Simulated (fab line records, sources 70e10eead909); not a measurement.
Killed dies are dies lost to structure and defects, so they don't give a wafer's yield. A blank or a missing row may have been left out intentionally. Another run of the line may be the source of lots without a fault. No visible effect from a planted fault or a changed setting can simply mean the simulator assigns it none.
The tool behind it: which one? :: flow nandHarc :: 12 lots, 36 wafers sampled, at 5 steps of a route of 1302

== WHAT EACH GAUGE READ, for each wafer ==
NHARC_P_M2_OVL_MEAS_10: pitch 340 nm.
lot: L075
measured: day 6 21:07
on: overlay-01
overlayXNm (nm): 0.6 0.5 -0.1

lot: L077
measured: day 7 20:26
on: overlay-01
overlayXNm (nm): -1.2 -1.1 -0.9

lot: L079
measured: day 8 16:43
on: overlay-01
overlayXNm (nm): -1.0 -0.4 -0.2

lot: L081
measured: day 9 03:25
on: overlay-01
overlayXNm (nm): -0.2 -0.3 0.1

lot: L083
measured: day 10 05:58
on: overlay-02
overlayXNm (nm): 0.3 0.1 0.5

lot: L085
measured: day 10 21:24
on: overlay-02
overlayXNm (nm): 1.7 2.1 1.6

lot: L087
measured: day 12 08:20
on: overlay-02
overlayXNm (nm): -1.3 -0.8 -1.1

lot: L089
measured: day 13 05:49
on: overlay-01
overlayXNm (nm): 0.9 1.1 1.1

lot: L091
measured: day 13 14:41
on: overlay-01
overlayXNm (nm): 0.6 0.6 0.6

lot: L093
measured: day 14 13:49
on: overlay-01
overlayXNm (nm): -0.3 -0.3 0.1

lot: L095
measured: day 15 08:19
on: overlay-01
overlayXNm (nm): -0.3 0.2 -0.5

lot: L097
measured: day 15 21:55
on: overlay-02
overlayXNm (nm): 0.8 0.7 0.4

== EACH LOT AND THE TOOL THAT RAN IT (in order: tool; ch and the chambers of the sampled wafers; start) ==
lot: L075
NHARC_P_M1_STRIP_18: rieDiel-12 ch 1,2,3, day 6 17:26
NHARC_P_M1_ETCH_28: rieDiel-12 ch 0,1,2, day 6 19:47 or earlier
NHARC_P_M1_PRE_CLEAN_30: pvdSputter-01, day 6 19:47 or earlier
NHARC_P_M1_DEP_33: pecvd-03 ch 0,1, day 6 19:47

lot: L077
NHARC_P_M1_STRIP_18: rieDiel-01 ch 0,3, day 7 16:46
NHARC_P_M1_ETCH_28: rieDiel-01 ch 0,1,2, day 7 19:09 or earlier
NHARC_P_M1_PRE_CLEAN_30: pvdSputter-01, day 7 19:09 or earlier
NHARC_P_M1_DEP_33: pecvd-03 ch 0,1,2, day 7 19:09

lot: L079
NHARC_P_M1_STRIP_18: rieDiel-08 ch 0,1,3, day 8 13:04
NHARC_P_M1_ETCH_28: rieDiel-08 ch 0,1,2, day 8 15:23 or earlier
NHARC_P_M1_PRE_CLEAN_30: pvdSputter-01, day 8 15:23 or earlier
NHARC_P_M1_DEP_33: pecvd-03 ch 0,1,2, day 8 15:23

lot: L081
NHARC_P_M1_STRIP_18: rieDiel-01 ch 0,2, day 8 23:40
NHARC_P_M1_ETCH_28: rieDiel-01 ch 2,3, day 9 02:01 or earlier
NHARC_P_M1_PRE_CLEAN_30: pvdSputter-02, day 9 02:01 or earlier
NHARC_P_M1_DEP_33: pecvd-04 ch 0,2, day 9 02:01

lot: L083
NHARC_P_M1_STRIP_18: rieDiel-08 ch 0,1, day 10 02:15
NHARC_P_M1_ETCH_28: rieDiel-08 ch 0,1,2, day 10 04:46 or earlier
NHARC_P_M1_PRE_CLEAN_30: pvdSputter-02, day 10 04:46 or earlier
NHARC_P_M1_DEP_33: pecvd-02 ch 0,1,2, day 10 04:46

lot: L085
NHARC_P_M1_STRIP_18: rieDiel-08 ch 0,3, day 10 17:52
NHARC_P_M1_ETCH_28: rieDiel-08 ch 0,1,2, day 10 20:15 or earlier
NHARC_P_M1_PRE_CLEAN_30: pvdSputter-03, day 10 20:15 or earlier
NHARC_P_M1_DEP_33: pecvd-03 ch 0,2, day 10 20:15

lot: L087
NHARC_P_M1_STRIP_18: rieDiel-01 ch 0,1,3, day 12 04:43
NHARC_P_M1_ETCH_28: rieDiel-01 ch 0,3, day 12 07:05 or earlier
NHARC_P_M1_PRE_CLEAN_30: pvdSputter-02, day 12 07:05 or earlier
NHARC_P_M1_DEP_33: pecvd-02 ch 1,2, day 12 07:05

lot: L089
NHARC_P_M1_STRIP_18: rieDiel-08 ch 0,2,3, day 13 02:13
NHARC_P_M1_ETCH_28: rieDiel-08 ch 0,1, day 13 04:35 or earlier
NHARC_P_M1_PRE_CLEAN_30: pvdSputter-03, day 13 04:35 or earlier
NHARC_P_M1_DEP_33: pecvd-03 ch 0,2, day 13 04:35

lot: L091
NHARC_P_M1_STRIP_18: rieDiel-01 ch 0,3, day 13 10:54
NHARC_P_M1_ETCH_28: rieDiel-01 ch 0,2, day 13 13:26 or earlier
NHARC_P_M1_PRE_CLEAN_30: pvdSputter-03, day 13 13:26 or earlier
NHARC_P_M1_DEP_33: pecvd-03 ch 0,1,2, day 13 13:26

lot: L093
NHARC_P_M1_STRIP_18: rieDiel-08 ch 1,2, day 14 09:43
NHARC_P_M1_ETCH_28: rieDiel-08 ch 0,1,3, day 14 12:29 or earlier
NHARC_P_M1_PRE_CLEAN_30: pvdSputter-01, day 14 12:29 or earlier
NHARC_P_M1_DEP_33: pecvd-03 ch 0,2, day 14 12:29

lot: L095
NHARC_P_M1_STRIP_18: rieDiel-01 ch 0,1,3, day 15 04:26
NHARC_P_M1_ETCH_28: rieDiel-01 ch 0,2,3, day 15 06:52 or earlier
NHARC_P_M1_PRE_CLEAN_30: pvdSputter-01, day 15 06:52 or earlier
NHARC_P_M1_DEP_33: pecvd-02 ch 0,2, day 15 06:52

lot: L097
NHARC_P_M1_STRIP_18: rieDiel-08 ch 1,2,3, day 15 18:15
NHARC_P_M1_ETCH_28: rieDiel-08 ch 0,1,3, day 15 20:35 or earlier
NHARC_P_M1_PRE_CLEAN_30: pvdSputter-01, day 15 20:35 or earlier
NHARC_P_M1_DEP_33: pecvd-02 ch 0,1,2, day 15 20:35
- NHARC_P_M1_STRIP_18: strips in N2/H2.
- NHARC_P_M1_ETCH_28: etches the open film in CF4/N2, target depth 30 nm, time 72.99 s.
- NHARC_P_M1_PRE_CLEAN_30: time 30 s.
- NHARC_P_M1_DEP_33: deposits SiCN, target thk 30 nm.

== THE ANSWER, worked out from the rows above alone ==
Rule: the lots themselves supply what counts as usual. Put in order of their means at a reading, lots are off if they are a third of the lots or fewer, leave a main group of 4 or more, and stand apart from it by a gap of 3 or more times the standard deviation of the main group's means; of several such gaps the widest counts. A main group is skipped when, at the precision printed for the reading in the tables above, its means are all equal. A lot without any number at a reading at which 4 lots or more have one is off too. The other lots that the step has rows for count as sound.
Nothing can be told from this: no lot is off at any reading shown.

== WHAT HAD BEEN PUT IN BY THE SIMULATOR ==
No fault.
